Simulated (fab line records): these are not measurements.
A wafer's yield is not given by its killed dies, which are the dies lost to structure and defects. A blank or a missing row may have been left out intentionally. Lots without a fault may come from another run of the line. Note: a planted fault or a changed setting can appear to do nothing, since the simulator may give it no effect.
Lot-split experiment + flow n5Finfet + 21 wafers read from 7 lots, route of 1938 steps

THE SPLIT
At N5_BEOL_M5_COAT_05 (resist thk 30 nm), the setting spinRpm was moved away from the recipe's 1500 rpm on 2 of the 21 wafers read, by +7.1% to +8.7%. This setting was run at the recipe's value on the other wafers.

The reading comes from the split's own step.

THE READING
CAR-EUV_of_BEOL_M5_COAT_05.thkNm (the simulator's own value, which no gauge read), in nm, at N5_BEOL_M5_COAT_05 (resist thk 30 nm). No usual value for it is given in the file. Here, 19 wafers ran the recipe; their average is 30.0 nm with a standard deviation of 0.1 nm.

| wafer  | tool, chamber at the split | spinRpm as run, rpm | against the recipe | CAR-EUV_of_BEOL_M5_COAT_05.thkNm, nm | against lot-mates on the recipe |
|--------|----------------------------|---------------------|--------------------|--------------------------------------|---------------------------------|
| L077.2 | lithoTrack-04, 0           | 1500                | recipe             | 30                                   | -                               |
| L077.3 | lithoTrack-04, 0           | 1500                | recipe             | 30                                   | -                               |
| L077.6 | lithoTrack-04, 0           | 1500                | recipe             | 30                                   | -                               |
| L081.1 | lithoTrack-03, 0           | 1500                | recipe             | 30                                   | -                               |
| L081.4 | lithoTrack-03, 0           | 1500                | recipe             | 30                                   | -                               |
| L081.5 | lithoTrack-03, 0           | 1500                | recipe             | 30                                   | -                               |
| L082.1 | lithoTrack-04, 0           | 1500                | recipe             | 30.2                                 | -                               |
| L082.5 | lithoTrack-04, 0           | 1500                | recipe             | 30                                   | -                               |
| L082.6 | lithoTrack-04, 0           | 1500                | recipe             | 30                                   | -                               |
| L087.1 | lithoTrack-04, 0           | 1607                | +7.1%              | 29                                   | -0.9                            |
| L087.4 | lithoTrack-04, 0           | 1500                | recipe             | 30                                   | -                               |
| L087.5 | lithoTrack-04, 0           | 1500                | recipe             | 29.8                                 | -                               |
| L089.1 | lithoTrack-04, 0           | 1500                | recipe             | 30                                   | -                               |
| L089.3 | lithoTrack-04, 0           | 1500                | recipe             | 30                                   | -                               |
| L089.5 | lithoTrack-04, 0           | 1500                | recipe             | 30                                   | -                               |
| L091.1 | lithoTrack-04, 0           | 1500                | recipe             | 29.8                                 | -                               |
| L091.2 | lithoTrack-04, 0           | 1500                | recipe             | 29.8                                 | -                               |
| L091.6 | lithoTrack-04, 0           | 1500                | recipe             | 29.8                                 | -                               |
| L096.1 | lithoTrack-02, 0           | 1631                | +8.7%              | 28.6                                 | -1.3                            |
| L096.4 | lithoTrack-02, 0           | 1500                | recipe             | 29.8                                 | -                               |
| L096.5 | lithoTrack-02, 0           | 1500                | recipe             | 30                                   | -                               |

FIT RESULTS
A straight line over all 21 wafers: CAR-EUV_of_BEOL_M5_COAT_05.thkNm changes by -0.147 nm for each +1% of spinRpm; r = -0.96; the points scatter about the line by 0.11 nm.
The same after taking each lot's own level away (the mean of its wafers on the recipe; 21 wafers): -0.14 nm for each +1%; r = -0.98; scatter 0.066 nm.
On that fit, the largest move of spinRpm shifts the reading by 1.2 nm.
The span of the lots' own levels, 29.80 to 30.07 nm, comes to 2.6 times the standard deviation stated above.
Consequently the slope shifts little with the lot-to-lot level, the two slopes agreeing.
Check: with one of the wafers moved furthest among these (+8.7%) left out of the fit, the line predicts -1.1 nm for it against its lot-mates. It came out at -1.3 nm against them.

THESE WAFERS: OTHER SPLITS
These wafers also went through other splits before the reading. Each is held against what the fit with the lots' levels taken away leaves over:
| other split on the same wafers | wafers away from the commonest value | r with CAR-EUV_of_BEOL_M5_COAT_05.thkNm (lot level and that fit taken away) |
|--------------------------------|--------------------------------------|-----------------------------------------------------------------------------|
| N5_BEOL_M4_COAT_62 spinRpm     | 5                                    | +0.23                                                                       |

FILE'S OWN FIT
CAR-EUV_of_BEOL_M5_COAT_05.thkNm changes by -0.14 nm for each +1% of spinRpm, r = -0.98.
